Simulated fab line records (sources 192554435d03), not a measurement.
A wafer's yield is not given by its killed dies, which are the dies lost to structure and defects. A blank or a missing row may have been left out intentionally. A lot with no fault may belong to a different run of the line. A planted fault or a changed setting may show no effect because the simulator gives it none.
Split-lot trial -- flow n5 finfet -- 7 lots, 21 wafers read, on a route of 1938 steps

## ON THE SPLIT
At N5_BEOL_M15_SPUTTER_43 (material TaN, target thk 15 nm, time 24.19 s), the setting power w was moved away from the recipe's 15000 W on 6 of the 21 wafers read, by -14.9% to -11.8%. The other wafers ran this setting at the recipe's value.

Reading taken at the split's own step.

## THE READING
TaN_of_BEOL_M15_SPUTTER_43.thk nm (the simulator's own value, which no gauge read), in nm, at N5_BEOL_M15_SPUTTER_43 (material TaN, target thk 15 nm, time 24.19 s). The file does not state a usual value for it. Here, 15 wafers ran the recipe; their average is 15.0 nm with a standard deviation of 0.18 nm.

wafer,"tool, chamber at the split","power w as run, W",against the recipe,"TaN_of_BEOL_M15_SPUTTER_43.thk nm, nm",against lot-mates on the recipe
L079.4,"pvd sputter-02, -",15000,recipe,15,-
L079.5,"pvd sputter-02, -",15000,recipe,14.8,-
L079.6,"pvd sputter-02, -",15000,recipe,15.2,-
L089.1,"pvd sputter-01, -",15000,recipe,15,-
L089.2,"pvd sputter-01, -",15000,recipe,14.6,-
L089.3,"pvd sputter-01, -",12990,-13.4%,12.8,-2.0
L090.1,"pvd sputter-03, -",12770,-14.9%,12.8,-2.0
L090.2,"pvd sputter-03, -",15000,recipe,14.8,-
L090.3,"pvd sputter-03, -",12770,-14.9%,12.4,-2.4
L091.2,"pvd sputter-02, -",15000,recipe,15.2,-
L091.6,"pvd sputter-02, -",15000,recipe,15.2,-
L091.4,"pvd sputter-02, -",15000,recipe,15,-
L092.1,"pvd sputter-02, -",15000,recipe,15,-
L092.2,"pvd sputter-02, -",15000,recipe,14.8,-
L092.4,"pvd sputter-02, -",12990,-13.4%,13.2,-1.7
L093.3,"pvd sputter-03, -",15000,recipe,15,-
L093.5,"pvd sputter-03, -",13230,-11.8%,13,-2.0
L093.6,"pvd sputter-03, -",13230,-11.8%,13.2,-1.8
L095.2,"pvd sputter-03, -",15000,recipe,15.2,-
L095.3,"pvd sputter-03, -",15000,recipe,15.2,-
L095.4,"pvd sputter-03, -",15000,recipe,15,-

THE FIT
A straight line over all 21 wafers: TaN_of_BEOL_M15_SPUTTER_43.thk nm changes by +0.157 nm for each +1% of power w; r = +0.98; the points scatter about the line by 0.19 nm.
The same after taking each lot's own level away (the mean of its wafers on the recipe; 21 wafers): +0.148 nm for each +1%; r = +0.99; scatter 0.16 nm.
According to that fit, moving power w by its largest amount changes the reading by 2.2 nm.
Measured against the standard deviation above, the lots' own levels, which go from 14.80 to 15.13 nm, span 1.9 times it.
So the lot-to-lot level changes the slope little: the two slopes agree.
Check: -2.25 nm against its lot-mates is what the line predicts for one of the wafers moved furthest among these (-14.9%) when that wafer is left out of the fit. Against them it came out at -2 nm.

## OTHER SPLITS ON THESE WAFERS
These wafers also went through other splits before the reading. Each is held against what the fit with the lots' levels taken away leaves over:
other split on the same wafers,wafers away from the commonest value,r with TaN_of_BEOL_M15_SPUTTER_43.thk nm (lot level and that fit taken away)
N5_BEOL_M8_DESCUM_33 time s,6,+0.05
N5_BEOL_M9_DESCUM_16 time s,11,+0.01
N5_BEOL_M10_COAT_63 spin rpm,5,-0.12
N5_BEOL_M10_COAT_64 spin rpm,5,+0.28
N5_BEOL_M11_DEP_56 time s,6,+0.17
N5_BEOL_M13_SPUTTER_43 time s,8,+0.16
N5_BEOL_M14_COAT_22 spin rpm,4,+0.03
N5_BEOL_M14_DESCUM_33 time s,7,+0.31

## THE FILE'S OWN FIT
TaN_of_BEOL_M15_SPUTTER_43.thk nm changes by +0.146 nm for each +1% of power w, r = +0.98.
